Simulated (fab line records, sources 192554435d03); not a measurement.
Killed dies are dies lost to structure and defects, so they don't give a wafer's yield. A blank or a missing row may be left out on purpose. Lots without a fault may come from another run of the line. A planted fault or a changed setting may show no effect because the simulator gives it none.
A struck lot beside a sound one | flow n5_finfet | 15 steps out of a route of 1938
Sound: wafers L481.1, L481.3, L481.4. Struck: wafers L491.1, L491.2, L491.3. The cause comes at the end.
At each step with rows: each side's tool, then ch and its chambers, then its first start. Under that, the readings that differ: sound wafers | struck wafers | difference of the means | sigmas: that difference in standard deviations of wafers without a fault.
alike: readings whose means differ by less than 2 such deviations, and words and numbers that are the same on both sides. not compared: withheld readings, readings that some wafer has no value for, bounds like >300 that may hide the same value, and numbers for which the record gives no deviation and whose values overlap.
The two part at a step that has a row with sigmas, a row that says differs or no value, or rows on one side only. Numbers that don't overlap but have no deviation are shown without sigmas and don't part them. A reading that every wafer of one side lacks parts them only if that side has two wafers or more.

N5_BEOL_M6_RS_MEAS_57: measures by four-point-probe.
  sound on film_metro-02, day 9 04:10; struck on film_metro-01, day 12 00:24
  alike: M6_RS
N5_BEOL_M6_INSPECT_58: inspects for defects (darkfield).
  sound on defect_inspect-02, day 9 04:11; struck on defect_inspect-02, day 12 00:26
  alike: raw_defect_count
N5_BEOL_M7_ILD_DEP_00: deposits SiCOH lowk from DEMS/porogen, target thk 179.75 nm, time 33.4 s.
  sound on pecvd-04 ch 0,1, day 9 04:14; struck on pecvd-01 ch 0,1,2, day 12 00:28
  alike: heater_power_w, showerhead_plenum_p_Torr, throttle_valve_pct
N5_BEOL_M7_CURE_74: cures SiCOH lowk, time 240 s.
  sound on uv_cure-02 ch 1, day 9 04:18; struck on uv_cure-03 ch 2, day 12 00:32
  reading          | sound             | struck            | difference | sigmas
  wafer_temp_C_max | 385.7 386.2 385.6 | 387.0 387.4 387.9 | +1.6       | +3
  alike: lamp_power_pct
N5_BEOL_M7_THK_MEAS_01:
  sound on film_metro-01, day 9 04:49; struck on film_metro-02, day 12 01:02
  alike: M7_ILD_THK
N5_BEOL_M7_PECVD_70: deposits SiO2 from TEOS/O2, target thk 20 nm, time 22.7 s.
  sound on pecvd-04 ch 0,2, day 9 04:51; struck on pecvd-02 ch 0,1,2, day 12 01:05
  alike: heater_power_w, showerhead_plenum_p_Torr, throttle_valve_pct
N5_BEOL_M7_HM_DEP_02: deposits TiN, target thk 20 nm.
  sound on pvd_sputter-03, day 9 05:37; struck on pvd_sputter-01, day 12 02:20
  reading                | sound          | struck         | difference | sigmas
  throttle_valve_pct (%) | 31.2 31.6 31.3 | 27.0 28.9 28.7 | -3.2       | -3
then, 5 steps without rows for these wafers: N5_BEOL_M7_COAT_59 (time 60 s, resist thk 100 nm); N5_BEOL_M7_COAT_60 (time 60 s, resist thk 35 nm); N5_BEOL_M7_COAT_05 (resist thk 90 nm); N5_BEOL_M7_EBR_07; N5_BEOL_M7_SOFTBAKE_06 (time 60 s).
N5_BEOL_M7_EXPOSE_08: exposes mask M7.
  sound on arfi_scanner-02 ch 0, day 9 05:51; struck on arfi_scanner-02 ch 0, day 12 02:34
  reading                         | sound       | struck      | difference | sigmas
  model.BEOL_M7.overlay_x_nm (nm) | 0.4 0.4 0.4 | 1.8 1.8 1.8 | +1.4       |
  alike: mask
then, 1 step without rows for these wafers: N5_BEOL_M7_PEB_09 (peb time 60 s).
-- the record jumps here: 4 days lie between the struck wafers' starts before and after (it left off in module BEOL_M7 and takes up again in module PASSIVATION, whose first step shown is number 1936 of the route) --
N5_PASSIVATION_PROBE_49:
  sound on prober-02, day 12 13:09; struck on prober-02, day 15 22:28
  reading             | sound    | struck   | difference | sigmas
  killed_at_front_end | 80 66 59 | 49 30 29 | -32        | -2
  alike: defect_limited_yield, killed_at_M0_to_M3, killed_at_M4_up, killed_at_contacts, killed_at_other, killed_dies, killed_open, killed_short, sort_bin_4_leakage, sort_bin_5_function, sort_bin_6_memory, sort_bin_8_speed, sort_n_pass, sort_yield_pct

WHERE THEY PART
First at N5_BEOL_M7_CURE_74; last, within this record, at N5_PASSIVATION_PROBE_49.

WHY: what the simulator had put in
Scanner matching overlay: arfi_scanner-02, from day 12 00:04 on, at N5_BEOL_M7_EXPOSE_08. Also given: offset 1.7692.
